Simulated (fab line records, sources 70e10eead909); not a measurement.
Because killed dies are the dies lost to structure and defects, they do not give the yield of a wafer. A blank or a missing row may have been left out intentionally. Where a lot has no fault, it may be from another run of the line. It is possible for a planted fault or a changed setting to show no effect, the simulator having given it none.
Which tool did it? | flow nand harc | 72 wafers from 24 lots sampled at 6 of the route's 1302 steps

WHAT THE GAUGES SHOWED, per wafer
No reading from a measuring or inspecting step in the record can be judged against a usual standard deviation.

TOOL THAT RAN EACH LOT (tool first, then ch and the chambers of the sampled wafers, then the start)
lot  | NHARC_A_STAIRCASE_DESCUM_291       | NHARC_A_STAIRCASE_ETCH_315                    | NHARC_A_STAIRCASE_DESCUM_443       | NHARC_A_STAIRCASE_CMP_152     | NHARC_A_STAIRCASE_CMP_472     | NHARC_A_SGD_CUT_CMP_21
L074 | rie diel-12 ch 0,1, day 16 12:22   | rie diel-12 ch 0,1,3, day 18 14:19 or earlier | rie diel-02 ch 0,2, day 18 14:19   | cmp-02 ch 2,3, day 18 20:07   | cmp-03 ch 0,3, day 18 21:30   | cmp-01 ch 0,1,2, day 19 05:25
L075 | rie diel-12 ch 1,2, day 17 05:40   | rie diel-12 ch 0,1, day 19 09:02 or earlier   | rie diel-12 ch 0,1, day 19 09:02   | cmp-01 ch 0,3, day 19 14:22   | cmp-01 ch 0,1, day 19 15:46   | cmp-03 ch 0,2,3, day 19 23:11
L077 | rie diel-09 ch 0,1,3, day 17 15:02 | rie diel-09 ch 0,2,3, day 19 18:19 or earlier | rie diel-02 ch 0,2,3, day 19 18:19 | cmp-02 ch 1,3, day 19 23:38   | cmp-01 ch 0,1,2, day 20 01:27 | cmp-03 ch 1,2,3, day 20 08:01
L076 | rie diel-12 ch 2,3, day 17 15:45   | rie diel-02 ch 0,1,2, day 19 18:08 or earlier | rie diel-09 ch 0,3, day 19 18:08   | cmp-03 ch 1,2,3, day 19 23:30 | cmp-02 ch 0,1,3, day 20 00:54 | cmp-04 ch 0,3, day 20 08:01
L078 | rie diel-09 ch 0,3, day 18 14:41   | rie diel-02 ch 1,2, day 20 13:31 or earlier   | rie diel-12 ch 0,3, day 20 13:31   | cmp-02 ch 0,1, day 20 18:50   | cmp-03 ch 0,1,2, day 20 20:16 | cmp-03 ch 1,2,3, day 21 04:18
L079 | rie diel-09 ch 2,3, day 18 21:17   | rie diel-12 ch 0,2, day 20 21:33 or earlier   | rie diel-09 ch 1,2,3, day 20 21:33 | cmp-03 ch 1,2,3, day 21 03:22 | cmp-02 ch 0,2,3, day 21 04:50 | cmp-01 ch 0,1,3, day 21 12:02
L081 | rie diel-02 ch 1,3, day 19 15:26   | rie diel-09 ch 1,3, day 21 13:59 or earlier   | rie diel-09 ch 0,2,3, day 21 13:59 | cmp-01 ch 1,3, day 21 20:19   | cmp-02 ch 0,1,3, day 21 21:44 | cmp-03 ch 0,2,3, day 22 07:32
L080 | rie diel-09 ch 1,2,3, day 19 15:45 | rie diel-02 ch 1,3, day 21 14:09 or earlier   | rie diel-02 ch 0,3, day 21 14:09   | cmp-01 ch 1,2,3, day 21 19:34 | cmp-02 ch 0,3, day 21 21:03   | cmp-04 ch 0,1,3, day 22 07:34
L082 | rie diel-09 ch 0,2,3, day 20 12:46 | rie diel-09 ch 1,2, day 22 12:34 or earlier   | rie diel-12 ch 0,1,2, day 22 12:34 | cmp-02 ch 0,1,3, day 22 17:52 | cmp-02 ch 2,3, day 22 19:16   | cmp-04 ch 0,1,2, day 23 02:22
L083 | rie diel-02 ch 1,2,3, day 20 22:13 | rie diel-02 ch 1,2,3, day 22 20:41 or earlier | rie diel-12 ch 0,2, day 22 20:41   | cmp-02 ch 0,2, day 23 02:58   | cmp-02 ch 0,1,3, day 23 04:25 | cmp-03 ch 1,2, day 23 11:28
L084 | rie diel-02 ch 0,2,3, day 20 22:42 | rie diel-09 ch 0,1,3, day 22 20:32 or earlier | rie diel-09 ch 1,2,3, day 22 20:32 | cmp-02 ch 0,1,2, day 23 02:47 | cmp-02 ch 1,2,3, day 23 04:16 | cmp-04 ch 1,2,3, day 23 11:28
L086 | rie diel-02 ch 0,1, day 21 19:02   | rie diel-12 ch 0,1,2, day 23 18:58 or earlier | rie diel-02 ch 0,1, day 23 18:58   | cmp-02 ch 1,2,3, day 24 00:21 | cmp-02 ch 1,2,3, day 24 01:46 | cmp-04 ch 0,1,3, day 24 09:14
L085 | rie diel-12 ch 0,1, day 21 22:22   | rie diel-02 ch 1,2,3, day 23 19:09 or earlier | rie diel-12 ch 0,2,3, day 23 19:09 | cmp-03 ch 0,2,3, day 24 00:28 | cmp-02 ch 0,1,3, day 24 01:57 | cmp-03 ch 0,2,3, day 24 09:09
L088 | rie diel-02 ch 0,2,3, day 22 16:59 | rie diel-02 ch 1,2, day 24 19:04 or earlier   | rie diel-12 ch 0,2,3, day 24 19:04 | cmp-02 ch 0,1,3, day 25 00:31 | cmp-02 ch 0,1,2, day 25 03:07 | cmp-03 ch 1,2,3, day 25 12:58
L087 | rie diel-02 ch 2,3, day 22 19:03   | rie diel-09 ch 0,2,3, day 24 18:44 or earlier | rie diel-09 ch 1,2,3, day 24 18:44 | cmp-02 ch 0,3, day 25 01:08   | cmp-03 ch 0,1,2, day 25 03:35 | cmp-04 ch 1,2, day 25 12:53
L089 | rie diel-02 ch 0,1,3, day 22 23:23 | rie diel-12 ch 0,1, day 25 00:25 or earlier   | rie diel-09 ch 0,3, day 25 00:25   | cmp-02 ch 1,3, day 25 05:47   | cmp-02 ch 1,2,3, day 25 07:15 | cmp-01 ch 0,1, day 25 12:53
L090 | rie diel-12 ch 0,3, day 23 09:13   | rie diel-02 ch 0,1,2, day 25 16:29 or earlier | rie diel-12 ch 0,3, day 25 16:29   | cmp-03 ch 2,3, day 25 21:56   | cmp-01 ch 0,2, day 25 23:18   | cmp-01 ch 1,2, day 26 06:53
L091 | rie diel-09 ch 1,2, day 23 20:41   | rie diel-09 ch 0,1, day 25 16:39 or earlier   | rie diel-02 ch 0,2, day 25 16:39   | cmp-02 ch 2,3, day 25 21:59   | cmp-03 ch 0,2,3, day 25 23:25 | cmp-03 ch 2,3, day 26 06:53
L093 | rie diel-02 ch 0,1, day 24 05:59   | rie diel-09 ch 0,3, day 26 01:56 or earlier   | rie diel-09 ch 2,3, day 26 01:56   | cmp-03 ch 1,3, day 26 07:41   | cmp-01 ch 1,2, day 26 09:05   | cmp-03 ch 0,1, day 26 17:56
L092 | rie diel-12 ch 0,1,3, day 24 06:23 | rie diel-02 ch 0,1,2, day 26 01:46 or earlier | rie diel-12 ch 0,1,2, day 26 01:46 | cmp-01 ch 0,2,3, day 26 08:04 | cmp-03 ch 0,1,2, day 26 09:30 | cmp-04 ch 1,2,3, day 26 17:58
L094 | rie diel-12 ch 0,2, day 25 02:26   | rie diel-09 ch 0,1,3, day 27 03:09 or earlier | rie diel-09 ch 1,2,3, day 27 03:09 | cmp-02 ch 0,2, day 27 08:29   | cmp-03 ch 0,1,2, day 27 09:53 | cmp-04 ch 0,2,3, day 27 17:52
L095 | rie diel-12 ch 1,2, day 25 20:32   | rie diel-12 ch 0,1, day 27 20:20 or earlier   | rie diel-02 ch 0,1,2, day 27 20:20 | cmp-02 ch 1,3, day 28 01:41   | cmp-03 ch 0,1, day 28 03:08   | cmp-03 ch 0,2, day 28 12:16
L096 | rie diel-09 ch 0,2,3, day 26 05:21 | rie diel-12 ch 0,2, day 28 08:56 or earlier   | rie diel-12 ch 0,1,3, day 28 08:56 | cmp-01 ch 2,3, day 28 14:20   | cmp-03 ch 0,2, day 28 15:41   | cmp-04 ch 2,3, day 28 23:34
L097 | rie diel-02 ch 0,1,3, day 26 07:58 | rie diel-12 ch 0,3, day 28 16:14 or earlier   | rie diel-09 ch 2,3, day 28 16:14   | cmp-03 ch 1,2,3, day 28 21:40 | cmp-03 ch 0,2,3, day 28 23:07 | cmp-03 ch 0,3, day 29 07:43
- NHARC_A_STAIRCASE_DESCUM_291: chemistry O2, time 3 s.
- NHARC_A_STAIRCASE_ETCH_315: etches the open film in C4F8/O2/Ar, target depth 2500 nm, time 607.1 s.
- NHARC_A_STAIRCASE_DESCUM_443: chemistry O2, time 3 s.
- NHARC_A_STAIRCASE_CMP_152: polishes.
- NHARC_A_STAIRCASE_CMP_472: polishes SiO2.
- NHARC_A_SGD_CUT_CMP_21: polishes, target thk 148.19 nm.

WHAT THE TOOLS THEMSELVES READ (means of the sampled wafers that have a number; where no wafer has one, the mark that the record gives instead)
NHARC_A_STAIRCASE_DESCUM_291. Usual: drypump motor current A 5.82 A, standard deviation 0.27; oes product au 1.002 a.u., standard deviation 0.011; rf vpp V 58.0 V, standard deviation 0.8; showerhead plenum p Torr 1.94 Torr, standard deviation 0.079; throttle valve pct 11.311 %, standard deviation 0.0086.
lot  | tool        | drypump motor current A (A) | oes product au (a.u.) | rf vpp V (V) | showerhead plenum p Torr (Torr) | throttle valve pct (%) | flag
L074 | rie diel-12 | 5.77                        | 0.991                 | 57.8         | 1.93                            | 11.314                 |
L075 | rie diel-12 | 5.80                        | 1.009                 | 58.1         | 1.95                            | 11.311                 |
L077 | rie diel-09 | 5.91                        | 1.006                 | 58.3         | 1.96                            | 11.306                 |
L076 | rie diel-12 | 5.72                        | 1.013                 | 58.1         | 1.90                            | 11.311                 |
L078 | rie diel-09 | 5.92                        | 1.010                 | 59.0         | 2.00                            | 11.315                 |
L079 | rie diel-09 | 6.07                        | 1.016                 | 58.2         | 2.00                            | 11.303                 |
L081 | rie diel-02 | 5.37                        | 0.995                 | 57.3         | 1.93                            | 11.315                 |
L080 | rie diel-09 | 6.06                        | 1.012                 | 59.0         | 1.94                            | 11.313                 |
L082 | rie diel-09 | 6.10                        | 1.000                 | 58.2         | 1.98                            | 11.313                 |
L083 | rie diel-02 | 5.55                        | 0.998                 | 57.6         | 1.88                            | 11.306                 |
L084 | rie diel-02 | 5.74                        | 1.007                 | 58.3         | 1.96                            | 11.318                 |
L086 | rie diel-02 | 5.81                        | 1.006                 | 57.9         | 1.88                            | 11.314                 |
L085 | rie diel-12 | 5.80                        | 0.990                 | 57.2         | 1.93                            | 11.308                 |
L088 | rie diel-02 | 5.72                        | 1.003                 | 57.3         | 1.95                            | 11.317                 |
L087 | rie diel-02 | 5.44                        | 1.000                 | 58.0         | 1.93                            | 11.316                 |
L089 | rie diel-02 | 5.67                        | 0.995                 | 57.4         | 1.93                            | 11.314                 |
L090 | rie diel-12 | 5.82                        | 0.993                 | 58.8         | 2.02                            | 11.301                 |
L091 | rie diel-09 | 6.06                        | 0.999                 | 57.8         | 1.87                            | 11.317                 |
L093 | rie diel-02 | 5.80                        | 1.004                 | 58.2         | 1.87                            | 11.316                 |
L092 | rie diel-12 | 5.81                        | 0.992                 | 57.2         | 1.97                            | 11.309                 |
L094 | rie diel-12 | 5.69                        | 1.003                 | 58.7         | 1.92                            | 11.311                 |
L095 | rie diel-12 | 5.79                        | 0.998                 | 58.3         | 1.93                            | 11.314                 |
L096 | rie diel-09 | 6.07                        | 1.007                 | 57.7         | 1.96                            | 11.309                 |
L097 | rie diel-02 | 5.66                        | 0.988                 | 58.9         | 1.93                            | 11.302                 |

NHARC_A_STAIRCASE_ETCH_315. Usual: oes product au 0.932 a.u., standard deviation 0.0095; rf vpp V 1829 V, standard deviation 10.
lot  | tool        | oes product au (a.u.) | rf vpp V (V) | flag
L074 | rie diel-12 | 0.935                 | 1823         |
L075 | rie diel-12 | 0.939                 | 1830         |
L077 | rie diel-09 | 0.938                 | 1835         |
L076 | rie diel-02 | 0.924                 | 1826         |
L078 | rie diel-02 | 0.927                 | 1819         |
L079 | rie diel-12 | 0.937                 | 1833         |
L081 | rie diel-09 | 0.935                 | 1828         |
L080 | rie diel-02 | 0.917                 | 1821         |
L082 | rie diel-09 | 0.933                 | 1824         |
L083 | rie diel-02 | 0.935                 | 1823         |
L084 | rie diel-09 | 0.934                 | 1832         |
L086 | rie diel-12 | 0.935                 | 1831         |
L085 | rie diel-02 | 0.934                 | 1822         |
L088 | rie diel-02 | 0.925                 | 1817         |
L087 | rie diel-09 | 0.940                 | 1834         |
L089 | rie diel-12 | 0.941                 | 1828         |
L090 | rie diel-02 | 0.931                 | 1824         |
L091 | rie diel-09 | 0.930                 | 1829         |
L093 | rie diel-09 | 0.933                 | 1837         |
L092 | rie diel-02 | 0.937                 | 1824         |
L094 | rie diel-09 | 0.940                 | 1831         |
L095 | rie diel-12 | 0.921                 | 1827         |
L096 | rie diel-12 | 0.932                 | 1827         |
L097 | rie diel-12 | 0.926                 | 1833         |

NHARC_A_STAIRCASE_DESCUM_443. Usual: drypump motor current A 5.86 A, standard deviation 0.26; oes product au 0.999 a.u., standard deviation 0.01; rf vpp V 57.9 V, standard deviation 0.98; showerhead plenum p Torr 1.95 Torr, standard deviation 0.076; throttle valve pct 11.310 %, standard deviation 0.0097.
lot  | tool        | drypump motor current A (A) | oes product au (a.u.) | rf vpp V (V) | showerhead plenum p Torr (Torr) | throttle valve pct (%) | flag
L074 | rie diel-02 | 5.88                        | 1.005                 | 56.7         | 1.92                            | 11.312                 |
L075 | rie diel-12 | 5.82                        | 1.004                 | 59.0         | 1.94                            | 11.315                 |
L077 | rie diel-02 | 5.72                        | 0.990                 | 57.3         | 1.96                            | 11.308                 |
L076 | rie diel-09 | 5.94                        | 1.011                 | 58.1         | 2.00                            | 11.306                 |
L078 | rie diel-12 | 5.82                        | 0.986                 | 58.0         | 2.03                            | 11.322                 |
L079 | rie diel-09 | 6.07                        | 1.001                 | 57.5         | 1.93                            | 11.310                 |
L081 | rie diel-09 | 6.11                        | 1.003                 | 57.7         | 1.97                            | 11.310                 |
L080 | rie diel-02 | 5.84                        | 1.008                 | 57.9         | 2.01                            | 11.307                 |
L082 | rie diel-12 | 5.75                        | 0.998                 | 57.8         | 1.94                            | 11.299                 |
L083 | rie diel-12 | 5.69                        | 1.004                 | 58.8         | 1.93                            | 11.316                 |
L084 | rie diel-09 | 6.04                        | 1.005                 | 57.7         | 1.93                            | 11.311                 |
L086 | rie diel-02 | 5.95                        | 1.004                 | 58.1         | 1.95                            | 11.315                 |
L085 | rie diel-12 | 5.75                        | 0.987                 | 57.9         | 1.98                            | 11.305                 |
L088 | rie diel-12 | 5.75                        | 0.992                 | 58.3         | 1.98                            | 11.311                 |
L087 | rie diel-09 | 6.04                        | 1.008                 | 58.3         | 1.93                            | 11.313                 |
L089 | rie diel-09 | 5.88                        | 1.005                 | 58.8         | 2.01                            | 11.314                 |
L090 | rie diel-12 | 5.78                        | 0.995                 | 59.4         | 1.96                            | 11.305                 |
L091 | rie diel-02 | 6.01                        | 0.997                 | 57.4         | 1.96                            | 11.305                 |
L093 | rie diel-09 | 6.06                        | 1.002                 | 57.7         | 1.99                            | 11.320                 |
L092 | rie diel-12 | 5.74                        | 1.006                 | 57.7         | 1.93                            | 11.319                 |
L094 | rie diel-09 | 6.07                        | 1.009                 | 58.0         | 1.92                            | 11.303                 |
L095 | rie diel-02 | 5.83                        | 1.004                 | 57.0         | 1.88                            | 11.323                 |
L096 | rie diel-12 | 5.80                        | 0.997                 | 57.9         | 1.96                            | 11.315                 |
L097 | rie diel-09 | 6.25                        | 1.001                 | 57.2         | 1.93                            | 11.308                 |

NHARC_A_STAIRCASE_CMP_152. Usual: motor current A reads 11.8 A (standard deviation 1.2).
lot  | tool   | motor current A (A) | flag
L074 | cmp-02 | 12.0                |
L075 | cmp-01 | 11.8                |
L077 | cmp-02 | 12.6                |
L076 | cmp-03 | 11.4                |
L078 | cmp-02 | 11.4                |
L079 | cmp-03 | 11.0                |
L081 | cmp-01 | 12.6                |
L080 | cmp-01 | 11.7                |
L082 | cmp-02 | 12.8                |
L083 | cmp-02 | 12.0                |
L084 | cmp-02 | 11.8                |
L086 | cmp-02 | 11.8                |
L085 | cmp-03 | 10.6                |
L088 | cmp-02 | 12.8                |
L087 | cmp-02 | 13.5                |
L089 | cmp-02 | 11.4                |
L090 | cmp-03 | 11.2                |
L091 | cmp-02 | 11.7                |
L093 | cmp-03 | 11.1                |
L092 | cmp-01 | 11.4                |
L094 | cmp-02 | 12.2                |
L095 | cmp-02 | 12.3                |
L096 | cmp-01 | 11.7                |
L097 | cmp-03 | 11.3                |

NHARC_A_STAIRCASE_CMP_472. Usual: motor current A reads 11.6 A (standard deviation 1.3).
lot  | tool   | motor current A (A) | flag
L074 | cmp-03 | 10.2                |
L075 | cmp-01 | 12.0                |
L077 | cmp-01 | 11.6                |
L076 | cmp-02 | 12.5                |
L078 | cmp-03 | 10.6                |
L079 | cmp-02 | 13.1                |
L081 | cmp-02 | 12.3                |
L080 | cmp-02 | 13.8                |
L082 | cmp-02 | 12.6                |
L083 | cmp-02 | 12.7                |
L084 | cmp-02 | 11.5                |
L086 | cmp-02 | 11.8                |
L085 | cmp-02 | 13.0                |
L088 | cmp-02 | 11.9                |
L087 | cmp-03 | 11.0                |
L089 | cmp-02 | 11.9                |
L090 | cmp-01 | 11.0                |
L091 | cmp-03 | 10.8                |
L093 | cmp-01 | 11.8                |
L092 | cmp-03 | 10.7                |
L094 | cmp-03 | 10.6                |
L095 | cmp-03 | 10.4                |
L096 | cmp-03 | 10.2                |
L097 | cmp-03 | 10.3                |

NHARC_A_SGD_CUT_CMP_21. Usual: motor current A 10.9 A, standard deviation 0.83; time to endpoint s 50.1 s, standard deviation 2.5.
lot  | tool   | motor current A (A) | time to endpoint s (s) | flag
L074 | cmp-01 | 11.3                | 49.0                   |
L075 | cmp-03 | 10.6                | 51.3                   |
L077 | cmp-03 | 11.0                | 49.2                   |
L076 | cmp-04 | 10.5                | 51.8                   |
L078 | cmp-03 | 11.3                | 51.2                   |
L079 | cmp-01 | 11.6                | 47.5                   |
L081 | cmp-03 | 10.5                | 53.5                   |
L080 | cmp-04 | 10.9                | 53.0                   |
L082 | cmp-04 | 10.3                | 48.5                   |
L083 | cmp-03 | 11.1                | 52.7                   |
L084 | cmp-04 | 11.3                | 50.7                   |
L086 | cmp-04 | 10.7                | 48.2                   |
L085 | cmp-03 | 10.7                | 51.5                   |
L088 | cmp-03 | 11.1                | 47.5                   |
L087 | cmp-04 | 11.0                | 48.3                   |
L089 | cmp-01 | 12.0                | 46.9                   |
L090 | cmp-01 | 12.2                | 49.2                   |
L091 | cmp-03 | 11.0                | 50.6                   |
L093 | cmp-03 | 10.5                | 53.2                   |
L092 | cmp-04 | 11.2                | 46.4                   |
L094 | cmp-04 | 10.3                | 50.3                   |
L095 | cmp-03 | 10.4                | 52.7                   |
L096 | cmp-04 | 10.9                | 52.3                   |
L097 | cmp-03 | 10.2                | 51.7                   |

THE ANSWER, worked out from the rows above alone
Rule: a lot is off if the mean of its wafers that have a number lies more than 3 standard deviations from the usual mean. A lot without any number at a reading at which 4 lots or more have one is off too. Where the step has rows for the other lots, those lots are counted as sound. The gauges are gone through in route order, then the tools' own readings, and for those a lot's mean is taken as printed above. At the first step where some lot is off, the reading lying furthest off is the one used; lots without a number count as furthest.
Nothing can be told from this: no lot is off at any reading shown.

WHAT THE SIMULATOR HAD PUT IN
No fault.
